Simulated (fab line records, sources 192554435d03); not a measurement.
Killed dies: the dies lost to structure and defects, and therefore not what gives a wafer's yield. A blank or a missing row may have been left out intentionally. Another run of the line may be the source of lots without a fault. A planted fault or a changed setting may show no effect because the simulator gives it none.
fab line records	flow n5Finfet	part 1 of 2: steps 1 to 5 of 6
record: lots: 9	wafers: 25	lastDay: 17
route steps=1938 shown BEOL_M11@1568 BEOL_M15@1830 PASSIVATION@1936
lots that met no fault: taken from a fault-free run of the same line
startH: hours from the record's opening day to when the first of the lot's shown wafers began	waitH: hours since the lot's step before	" the same as in the row above	L1.1+2: a row that stands for several wafers	- no value, or no start given	* or withheld: withheld	< > ~ a bound
route shown NAME@n: NAME is a module with steps in the file, n the number in the route of the first one	usual: mean/standard deviation of fault-free wafers	same: alike in all rows	chamber/n: place in a boat	sites: per-site readings	_std_site: how widely they spread, as a standard deviation	_edge_site: the outer-site mean with the inner-site mean subtracted	radiusMm: for every site, how far away it sits from the centre of the wafer	mask NAME#n: copy n	behind: the most recent tool/chamber to have shaped the wafer	hold: why the lot was held/for how many hours/how that ended	device: the transistor (n, p or np) that didn't switch	end of line: the route-end tests of the same wafers	a step without rows: its recipe alone	killed: at the first sort, the dies lost to defects and structure; wafer yield is something else	map: a wafer's dies, x killed, . not, _ none there
set.NAME: the setting that was run; set.NAME@STEP: the one run at that earlier step	model.NAME: the simulator's own value behind a step, which no gauge read
the route's steps for a sample of lots (tables are steps, rows are wafers)
services: when a tool's chamber went out of use (startH, in hours from the record's first day, below 0 if earlier), for how many hours, and the reason
== steps ==
step: N5_BEOL_M11_CD_MEAS_28
recipe: targetCdNm: 70	landingEnergyEv: 500	detector: seInlens	polarity: opening
usual: cdNm: 68.8/1.2
lot.wafer	tool	chamber	startH	waitH	cdNm
L561.4	cdSem-03	0	235.27	-	67.5
L561.5	"	0	"	"	68.2
L561.6	"	0	"	"	68.4
L563.2	cdSem-03	0	244.94	-	72.1
L563.3	"	0	"	"	70.2
L563.6	"	0	"	"	69.3
L565.2	cdSem-03	0	254.33	-	69.4
L565.5	"	0	"	"	68.4
L565.6	"	0	"	"	69.0
L566.1	cdSem-01	0	268.45	-	68.7
L566.3	"	0	"	"	68.4
L566.4	"	0	"	"	68.6
L571.3	cdSem-02	0	304.40	-	68.5
L571.5	"	0	"	"	67.3
L571.6	"	0	"	"	68.6
L575.1	cdSem-03	0	324.94	-	71.1
L575.2	"	0	"	"	69.7
L575.6	"	0	"	"	68.9
L574.2	cdSem-02	0	325.11	-	68.5
L574.4	"	0	"	"	69.6
L574.5	"	0	"	"	71.5
L577.3	cdSem-01	0	330.20	-	70.1
L577.4	"	0	"	"	69.2
L581.2	cdSem-01	0	373.76	-	68.3
L581.5	"	0	"	"	68.4
step: N5_BEOL_M11_ALD_74
recipe: material: TaN	targetThkA: 20	tempC: 275	aldPrecursorFamily: PDMAT	aldCoReactant: NH3	pressureTorr: 3	carrierFlowSccm: 1500	pulseTimeS: 2	purgeTimeS: 3	coReactantPurgeTimeS: 2	coReactantPulseTimeS: 3	aldCycles: 40	precursorVesselTempC: 75	precursorVesselPressureTorr: 26.25	precursorVesselCarrierSccm: 1000
usual: aldCycles: 40/0	heaterPowerW: 417/27	precursorVesselCarrierSccm: 1000/3.1
lot.wafer	tool	chamber	startH	waitH	aldCycles	heaterPowerW	precursorVesselCarrierSccm
L561.4	aldMetal-04	3	236.66	0.0	40	444	997
L561.5	"	2	"	"	40	359	1003
L561.6	"	1	"	"	40	410	1000
L563.2	aldMetal-02	2	246.24	0.1	40	449	996
L563.3	"	1	"	"	40	396	1000
L563.6	"	1	"	"	40	414	1001
L565.2	aldMetal-02	3	256.05	0.0	40	414	1001
L565.5	"	0	"	"	40	464	1002
L565.6	"	1	"	"	40	395	997
L566.1	aldMetal-03	0	270.38	0.0	40	420	998
L566.3	"	2	"	"	40	435	996
L566.4	"	1	"	"	40	405	996
L571.3	aldMetal-02	0	307.10	0.1	26	449	993
L571.5	"	1	"	"	26	402	1008
L571.6	"	0	"	"	40	445	999
L575.1	aldMetal-03	1	326.18	0.0	40	419	998
L575.2	"	3	"	"	40	450	1003
L575.6	"	3	"	"	40	453	1006
L574.2	aldMetal-02	2	326.60	0.1	40	442	1005
L574.4	"	3	"	"	40	417	999
L574.5	"	2	"	"	26	444	1003
L577.3	aldMetal-03	2	331.61	0.2	40	423	1003
L577.4	"	3	"	"	40	452	995
L581.2	aldMetal-04	0	376.22	0.0	40	403	998
L581.5	"	2	"	"	40	369	1003
step: N5_BEOL_M11_SURFACE_TREAT_76
recipe: gas: Ar	timeS: *	ionEnergyEv: *	ionCurrentMaCm2: 0.5	pressureMtorr: *	arFlowSccm: 30
usual: pressureMtorr: *	throttleValvePct: *
lot.wafer	tool	chamber	startH	waitH	pressureMtorr	throttleValvePct
L561.4	pvdSputter-01	-	238.78	2.0	*	*
L561.5	"	-	"	"	*	*
L561.6	"	-	"	"	*	*
L563.2	pvdSputter-02	-	246.57	0.2	*	*
L563.3	"	-	"	"	*	*
L563.6	"	-	"	"	*	*
L565.2	pvdSputter-02	-	256.39	0.2	*	*
L565.5	"	-	"	"	*	*
L565.6	"	-	"	"	*	*
L566.1	pvdSputter-01	-	271.69	1.2	*	*
L566.3	"	-	"	"	*	*
L566.4	"	-	"	"	*	*
L571.3	pvdSputter-01	-	307.55	0.3	*	*
L571.5	"	-	"	"	*	*
L571.6	"	-	"	"	*	*
L575.1	pvdSputter-02	-	326.46	0.2	*	*
L575.2	"	-	"	"	*	*
L575.6	"	-	"	"	*	*
L574.2	pvdSputter-02	-	328.74	2.0	*	*
L574.4	"	-	"	"	*	*
L574.5	"	-	"	"	*	*
L577.3	pvdSputter-01	-	332.13	0.4	*	*
L577.4	"	-	"	"	*	*
L581.2	pvdSputter-02	-	376.59	0.2	*	*
L581.5	"	-	"	"	*	*
step: N5_BEOL_M11_RS_MEAS_57
recipe: thkMeasGauge: four-point-probe	reads: Cu_of_BEOL_M11_ECD_50+Co_of_BEOL_M11_CVD_75+TaN_of_BEOL_M11_ALD_74
usual: M11_RS: 0.149/0.0045
lot.wafer	tool	chamber	startH	waitH	M11_RS[ohm/sq]
L561.4	filmMetro-01	-	240.16	0.0	0.157
L561.5	"	-	"	"	0.150
L561.6	"	-	"	"	0.155
L563.2	filmMetro-01	-	247.93	0.0	0.154
L563.3	"	-	"	"	0.151
L563.6	"	-	"	"	0.153
L565.2	filmMetro-01	-	257.65	0.0	0.145
L565.5	"	-	"	"	0.147
L565.6	"	-	"	"	0.145
L566.1	filmMetro-01	-	273.20	0.1	0.158
L566.3	"	-	"	"	0.157
L566.4	"	-	"	"	0.158
L571.3	filmMetro-01	-	308.79	0.0	0.141
L571.5	"	-	"	"	0.148
L571.6	"	-	"	"	0.158
L575.1	filmMetro-02	-	327.66	0.0	0.152
L575.2	"	-	"	"	0.155
L575.6	"	-	"	"	0.153
L574.2	filmMetro-01	-	331.19	0.0	0.149
L574.4	"	-	"	"	0.148
L574.5	"	-	"	"	0.145
L577.3	filmMetro-02	-	334.16	0.0	0.151
L577.4	"	-	"	"	0.148
L581.2	filmMetro-02	-	377.84	0.0	0.144
L581.5	"	-	"	"	0.143
step: N5_BEOL_M15_RC_MEAS_101
usual: COMB_M10: 1.6e-11/3e-12	COMB_M11: 1.6e-11/3.2e-12	COMB_M11_max_site: 2.2e-11/5e-12	COMB_M12: 7.3e-12/1.3e-12	COMB_M13: 5.8e-12/1.1e-12	COMB_M14: 4.7e-12/8.9e-13	COMB_M15: 3.5e-12/6.2e-13	COMB_M5: 3.8e-11/7.7e-12	COMB_M6: 2.6e-11/4.8e-12	COMB_M7: 2.7e-11/5e-12	COMB_M8: 2.7e-11/5.6e-12	COMB_M9: 1.6e-11/2.6e-12	SERP_M10: 3.05/0.12	SERP_M11: 3.04/0.11	SERP_M12: 0.637/0.023	SERP_M12_max_site: 0.650/0.025	SERP_M13: 0.306/0.01	SERP_M14: 0.161/0.0057	SERP_M5: 38.7/2.1	SERP_M6: 13.7/0.79	SERP_M7: 13.9/0.65	SERP_M8: 13.9/0.85	SERP_M9: 3.08/0.11
lot.wafer	tool	chamber	startH	waitH	COMB_M10[S/m]	COMB_M11[S/m]	COMB_M11_max_site[S/m]	COMB_M12[S/m]	COMB_M13[S/m]	COMB_M14[S/m]	COMB_M15[S/m]	COMB_M5[S/m]	COMB_M6[S/m]	COMB_M7[S/m]	COMB_M8[S/m]	COMB_M9[S/m]	SERP_M10[ohm/um]	SERP_M11[ohm/um]	SERP_M12[ohm/um]	SERP_M12_max_site[ohm/um]	SERP_M13[ohm/um]	SERP_M14[ohm/um]	SERP_M5[ohm/um]	SERP_M6[ohm/um]	SERP_M7[ohm/um]	SERP_M8[ohm/um]	SERP_M9[ohm/um]
L561.4	prober-01	0	264.03	0.5	1.4e-11	1.5e-11	2e-11	6.4e-12	5.8e-12	5e-12	3.5e-12	3.1e-11	2.4e-11	2.1e-11	3e-11	1.61e-11	3.16	3.23	0.682	0.695	0.313	0.154	38.5	13.6	13.7	13.8	3.09
L561.5	"	0	"	"	1.7e-11	1.3e-11	2e-11	7.9e-12	6.8e-12	4.4e-12	4.2e-12	3e-11	2.6e-11	2.3e-11	2.5e-11	1.76e-11	3.15	3.03	0.645	0.659	0.320	0.164	37.3	12.7	14.7	13.6	3.14
L561.6	"	0	"	"	1.9e-11	1.6e-11	1.8e-11	8.7e-12	5.9e-12	4.3e-12	3.6e-12	5.1e-11	2.7e-11	3.2e-11	2.1e-11	1.9e-11	2.93	3.12	0.667	0.688	0.307	0.154	39.5	14.1	13.8	15.7	3.07
L563.2	prober-01	0	269.72	0.2	1.2e-11	1.5e-11	2e-11	7.9e-12	7.5e-12	4.1e-12	4.4e-12	5e-11	2.5e-11	3.1e-11	3.2e-11	1.36e-11	3.28	3.26	0.625	0.638	0.320	0.149	38.3	13.9	12.7	13.3	3.08
L563.3	"	0	"	"	1.7e-11	1.5e-11	2.3e-11	6.3e-12	7.1e-12	5.7e-12	4.8e-12	3.1e-11	2.3e-11	2.4e-11	3.2e-11	1.62e-11	3.25	3.09	0.634	0.640	0.322	0.154	42.8	11.9	15.4	13.9	3.33
L563.6	"	0	"	"	2e-11	2.3e-11	3.2e-11	8e-12	6.7e-12	5.5e-12	4.5e-12	4.7e-11	2.4e-11	2.2e-11	3.8e-11	1.42e-11	3.36	3.24	0.645	0.666	0.312	0.168	41.1	13.8	13.8	13.9	3.21
L565.2	prober-02	0	287.78	0.2	1.7e-11	1.8e-11	2.3e-11	5.6e-12	5.1e-12	3.8e-12	3.4e-12	3.7e-11	3.1e-11	2.2e-11	2.5e-11	2.05e-11	3.14	2.94	0.660	0.685	0.313	0.160	37.6	14.5	13.5	13.8	3.08
L565.5	"	0	"	"	1.6e-11	1.3e-11	1.7e-11	6.3e-12	4.6e-12	4.1e-12	2.9e-12	3.3e-11	2.9e-11	2.5e-11	3e-11	1.35e-11	2.95	3.02	0.638	0.644	0.300	0.159	41.9	14.4	13.4	14.6	3.18
L565.6	"	0	"	"	1.5e-11	2.1e-11	3.1e-11	6.8e-12	5.6e-12	3.1e-12	4.4e-12	4e-11	1.8e-11	2.1e-11	2.4e-11	1.57e-11	3.07	2.95	0.677	0.688	0.311	0.156	40.5	14.2	14.6	13.0	3.02
L566.1	prober-02	0	294.15	0.0	1.1e-11	1e-11	1.2e-11	8.8e-12	4.1e-12	4.4e-12	2.6e-12	2.9e-11	1.8e-11	2.1e-11	2.4e-11	1.56e-11	2.93	3.29	0.654	0.662	0.305	0.161	38.5	14.6	13.6	15.6	3.06
L566.3	"	0	"	"	1.6e-11	1.7e-11	2.6e-11	7.4e-12	6.5e-12	4.5e-12	3.2e-12	4e-11	2.9e-11	2.8e-11	3.2e-11	1.84e-11	3.11	3.20	0.600	0.608	0.312	0.155	41.0	14.7	14.7	13.3	3.04
L566.4	"	0	"	"	9e-12	1.5e-11	1.8e-11	8.1e-12	5.4e-12	3.9e-12	3.1e-12	2.8e-11	2.1e-11	2.7e-11	3.4e-11	1.18e-11	3.01	3.22	0.610	0.624	0.295	0.157	40.0	13.6	13.6	13.6	3.15
L571.3	prober-02	0	333.17	0.3	1.2e-11	4.3e-11	5e-11	6.5e-12	5.8e-12	3e-12	3.2e-12	3e-11	2.6e-11	2.4e-11	2e-11	1.79e-11	3.02	2.77	0.602	0.612	0.308	0.172	41.7	13.0	13.2	15.5	2.96
L571.5	"	0	"	"	1.7e-11	4.8e-11	6.4e-11	7.6e-12	7.1e-12	3.4e-12	3.1e-12	3.9e-11	2.7e-11	1.9e-11	2e-11	1.66e-11	3.23	2.84	0.621	0.638	0.304	0.172	40.9	13.6	13.1	15.0	3.00
L571.6	"	0	"	"	1.1e-11	2.2e-11	3e-11	6.9e-12	9.6e-12	3.8e-12	2.5e-12	3.7e-11	1.9e-11	3.1e-11	2.1e-11	1.73e-11	3.13	3.20	0.634	0.644	0.299	0.169	38.7	12.5	14.0	13.5	3.04
L575.1	prober-01	0	350.44	0.5	1.6e-11	1.8e-11	2.6e-11	6.6e-12	5e-12	5.1e-12	3.9e-12	3.2e-11	2.6e-11	2e-11	3e-11	1.07e-11	3.14	3.15	0.642	0.652	0.323	0.167	37.5	13.1	13.4	12.4	3.14
L575.2	"	0	"	"	1.9e-11	2.1e-11	2.6e-11	6.8e-12	5.9e-12	5.2e-12	3.7e-12	3.4e-11	2.7e-11	3.3e-11	3.2e-11	1.66e-11	3.18	3.18	0.617	0.624	0.293	0.165	37.8	13.4	13.4	12.8	3.08
L575.6	"	0	"	"	1.4e-11	1.4e-11	2.1e-11	6e-12	5.9e-12	5.6e-12	3.1e-12	3.5e-11	3.2e-11	1.6e-11	3e-11	1.38e-11	3.25	3.16	0.634	0.655	0.311	0.172	37.8	13.0	14.4	12.8	2.96
L574.2	prober-02	0	360.72	0.2	1.5e-11	1.2e-11	1.8e-11	6.7e-12	5e-12	4.1e-12	2.6e-12	3.8e-11	1.8e-11	2.2e-11	2.5e-11	1.89e-11	2.82	3.06	0.647	0.658	0.292	0.158	38.2	14.8	14.1	13.6	2.98
L574.4	"	0	"	"	1.8e-11	1.2e-11	1.8e-11	9.9e-12	4.9e-12	4.9e-12	2.4e-12	3.3e-11	3.1e-11	2.9e-11	2e-11	2.09e-11	3.07	2.99	0.673	0.690	0.311	0.161	37.0	13.2	13.9	13.0	2.92
L574.5	"	0	"	"	1.3e-11	3e-11	4e-11	6.6e-12	4.4e-12	4.5e-12	3.3e-12	4.5e-11	2.5e-11	2.5e-11	2.3e-11	2.07e-11	2.81	2.84	0.636	0.641	0.301	0.160	38.0	13.8	12.7	13.8	2.99
L577.3	prober-01	0	363.30	0.3	1.6e-11	1.2e-11	2e-11	7.3e-12	6.6e-12	5.3e-12	2.9e-12	2.8e-11	3.4e-11	2.4e-11	2.7e-11	1.53e-11	2.95	3.08	0.667	0.675	0.293	0.167	37.0	13.9	14.1	14.4	3.00
L577.4	"	0	"	"	1.3e-11	1.1e-11	1.6e-11	6.4e-12	6.3e-12	4.7e-12	3.8e-12	4.5e-11	1.8e-11	2.7e-11	2.3e-11	1.4e-11	2.96	2.95	0.625	0.635	0.322	0.169	38.9	14.8	15.2	14.6	3.00
L581.2	prober-01	0	402.18	0.2	2e-11	2.5e-11	3.4e-11	1.11e-11	6.2e-12	3.7e-12	3.8e-12	3.9e-11	3.3e-11	2.7e-11	1.8e-11	2.08e-11	2.89	2.97	0.647	0.659	0.294	0.167	37.8	12.9	13.1	14.1	3.06
L581.5	"	0	"	"	1.1e-11	1.9e-11	3e-11	9.1e-12	7.6e-12	4.9e-12	3.6e-12	4.1e-11	2.1e-11	2.5e-11	2.4e-11	1.03e-11	3.01	2.90	0.617	0.628	0.290	0.157	36.7	14.7	13.1	14.0	2.91
sites COMB_M11 radiusMm=0,75,75,75,75,140,140,140,140
L561.4 1.5e-11 1.5e-11 1.3e-11 1.4e-11 1.8e-11 1.2e-11 1.3e-11 2e-11 1.8e-11
L563.2 1.5e-11 1.4e-11 1.7e-11 1.5e-11 2e-11 1.4e-11 1.4e-11 1.5e-11 1.3e-11
L565.2 1.4e-11 2.1e-11 1.2e-11 1.8e-11 1.8e-11 1.3e-11 2.1e-11 1.5e-11 2.3e-11
L566.1 1.1e-11 7e-12 8e-12 9e-12 9e-12 1.1e-11 1.2e-11 1.1e-11 1e-11
L571.3 3.3e-11 4.4e-11 4.6e-11 3.1e-11 2.2e-11 4.6e-11 3.8e-11 4.3e-11 5e-11
L575.1 2.6e-11 2.3e-11 2.6e-11 1.5e-11 1.7e-11 1.5e-11 2.1e-11 1.6e-11 1.8e-11
L574.2 1.5e-11 1.2e-11 1.3e-11 1.2e-11 1.6e-11 1.1e-11 1.1e-11 1.2e-11 1.8e-11
L577.3 1e-11 1.2e-11 9e-12 1.6e-11 1.3e-11 1.1e-11 8e-12 1.4e-11 2e-11
L581.2 1.6e-11 2.8e-11 2.3e-11 2.8e-11 3.4e-11 2.4e-11 2.2e-11 2.5e-11 2.8e-11
== key ==
firstSign: step: N5_BEOL_M11_ALD_74	reading: aldCycles	direction: down	sigmas: 99+	usual: *	struck: *
effect: step: N5_BEOL_M15_RC_MEAS_101	reading: COMB_M11	direction: up	sigmas: 7.9	usual: 1.6e-11	struck: 4.1e-11
metAt N5_BEOL_M11_ALD_74
struckLots L571,L574
struckWafers L571.3,L571.5,L574.5
baselineLoss: step: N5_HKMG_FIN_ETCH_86	wafers: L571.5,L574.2
notActingAt N5_BEOL_M11_CD_MEAS_28,N5_BEOL_M11_SURFACE_TREAT_76,N5_BEOL_M11_RS_MEAS_57
onsetBetween 256.05 307.10
fault: kind: processParameterDrift	tool: aldMetal-02	chamber: -	onsetH: 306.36	steps: N5_BEOL_M11_ALD_74	channel: aldCycles	offset: *	shape: step	endH: 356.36	scope: struckWafersOnly	actsIn: *	stated: *
baselineLoss: these wafers lose ten dies or more at that step, a loss of the line's own and not of a fault; the sort's usual values leave them out
